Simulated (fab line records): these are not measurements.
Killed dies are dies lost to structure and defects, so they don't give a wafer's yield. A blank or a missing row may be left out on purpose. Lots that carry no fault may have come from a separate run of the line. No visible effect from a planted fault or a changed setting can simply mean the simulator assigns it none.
Which tool was responsible? + flow n5Finfet + 32 wafers from 11 lots sampled at 5 of the route's 1938 steps

WHAT THE GAUGES SHOWED, per wafer
N5_BEOL_M4_RC_MEAS_101.
| lot  | measured     | on        | DIBL_N (mV/V)  |
|------|--------------|-----------|----------------|
| L376 | day 8 05:31  | prober-02 | 33.9 36.2 35.7 |
| L377 | day 8 06:11  | prober-01 | 33.5 37.7 34.6 |
| L378 | day 8 15:01  | prober-01 | 34.5 34.5 39.1 |
| L380 | day 9 00:40  | prober-01 | 34.9 33.6 33.5 |
| L381 | day 9 06:25  | prober-02 | 39.9 38.3 37.1 |
| L383 | day 9 10:14  | prober-01 | 33.6 36.4 35.0 |
| L385 | day 9 22:16  | prober-01 | 35.1 34.2 34.3 |
| L386 | day 13 07:37 | prober-01 | 38.0 39.8      |
| L394 | day 14 09:01 | prober-01 | 36.4 36.8 36.2 |
| L396 | day 13 00:07 | prober-02 | 38.4 35.6 38.0 |
| L398 | day 15 04:40 | prober-01 | 36.2 36.5 36.9 |

WHAT TOOL EACH LOT RAN ON (gives the tool, then ch and the chambers of the sampled wafers, and finally the start)
| lot  | N5_GATE_CUT_CMP_61            | N5_MOL_CONTACT_COAG_PRECLEAN_111   | N5_MOL_CONTACT_COAG_TI_SIL_19 | N5_MOL_CONTACT_COAG_PRE_CLEAN_142 |
|------|-------------------------------|------------------------------------|-------------------------------|-----------------------------------|
| L376 | cmp-01 ch 2,3, day 5 01:56    | remotePlasma-02 ch 1, day 5 03:14  | pvdSputter-03, day 5 03:31    | pvdSputter-03, day 5 09:00        |
| L377 | cmp-03 ch 1,2, day 5 02:20    | remotePlasma-02 ch 1, day 5 04:01  | pvdSputter-03, day 5 04:12    | pvdSputter-02, day 5 09:11        |
| L378 | cmp-01 ch 0,3, day 5 11:48    | remotePlasma-02 ch 0, day 5 14:51  | pvdSputter-03, day 5 15:09    | pvdSputter-03, day 5 20:23        |
| L380 | cmp-04 ch 0,2,3, day 5 23:34  | remotePlasma-02 ch 1, day 6 01:56  | pvdSputter-03, day 6 02:14    | pvdSputter-01, day 6 07:22        |
| L381 | cmp-01 ch 0,2,3, day 6 03:31  | remotePlasma-02 ch 0, day 6 05:02  | pvdSputter-01, day 6 06:37    | pvdSputter-03, day 6 11:50        |
| L383 | cmp-03 ch 0,2,3, day 6 14:03  | remotePlasma-01 ch 1, day 6 15:23  | pvdSputter-02, day 6 15:37    | pvdSputter-02, day 6 19:05        |
| L385 | cmp-01 ch 0,1,3, day 7 02:26  | remotePlasma-02 ch 0, day 7 03:44  | pvdSputter-01, day 7 04:01    | pvdSputter-01, day 7 07:47        |
| L386 | cmp-04 ch 2,3, day 7 13:52    | remotePlasma-02 ch 0, day 7 15:10  | pvdSputter-03, day 7 15:22    | pvdSputter-01, day 7 19:16        |
| L394 | cmp-01 ch 0,1,3, day 9 13:24  | remotePlasma-01 ch 0, day 9 14:49  | pvdSputter-01, day 9 15:02    | pvdSputter-03, day 9 19:14        |
| L396 | cmp-01 ch 1,2,3, day 10 00:16 | remotePlasma-01 ch 0, day 10 01:42 | pvdSputter-01, day 10 01:52   | pvdSputter-02, day 10 04:19       |
| L398 | cmp-04 ch 0,2,3, day 10 20:21 | remotePlasma-01 ch 1, day 10 21:59 | pvdSputter-03, day 10 22:11   | pvdSputter-01, day 11 00:39       |
- N5_GATE_CUT_CMP_61: polishes, stops on SiNx, t overpolish 3 s.
- N5_MOL_CONTACT_COAG_PRECLEAN_111: cleans in NF3:NH3, afs cycles 1, time 20 s, sublimation time 60 s.
- N5_MOL_CONTACT_COAG_TI_SIL_19: material Ti, target thk 4.2 nm, time 15 s.
- N5_MOL_CONTACT_COAG_PRE_CLEAN_142: time 60 s.

THE ANSWER, worked out from the rows above alone
Rule: usual is defined by the lots themselves. The widest of any qualifying gaps counts: lots, ordered by their means at a reading, are off when they make up no more than a third of the lots, leave a main group of 4 or more, and stand apart from it by 3 or more times the standard deviation of that group's means. The tables above print the reading to a certain number of digits; a main group whose means all agree to those digits is not used. A lot without any number at a reading at which 4 lots or more have one is off too. All remaining lots with rows at the step are treated as sound.
Across all readings shown, no lot is off: no conclusion can be drawn from this.

WHAT WAS PUT IN BY THE SIMULATOR
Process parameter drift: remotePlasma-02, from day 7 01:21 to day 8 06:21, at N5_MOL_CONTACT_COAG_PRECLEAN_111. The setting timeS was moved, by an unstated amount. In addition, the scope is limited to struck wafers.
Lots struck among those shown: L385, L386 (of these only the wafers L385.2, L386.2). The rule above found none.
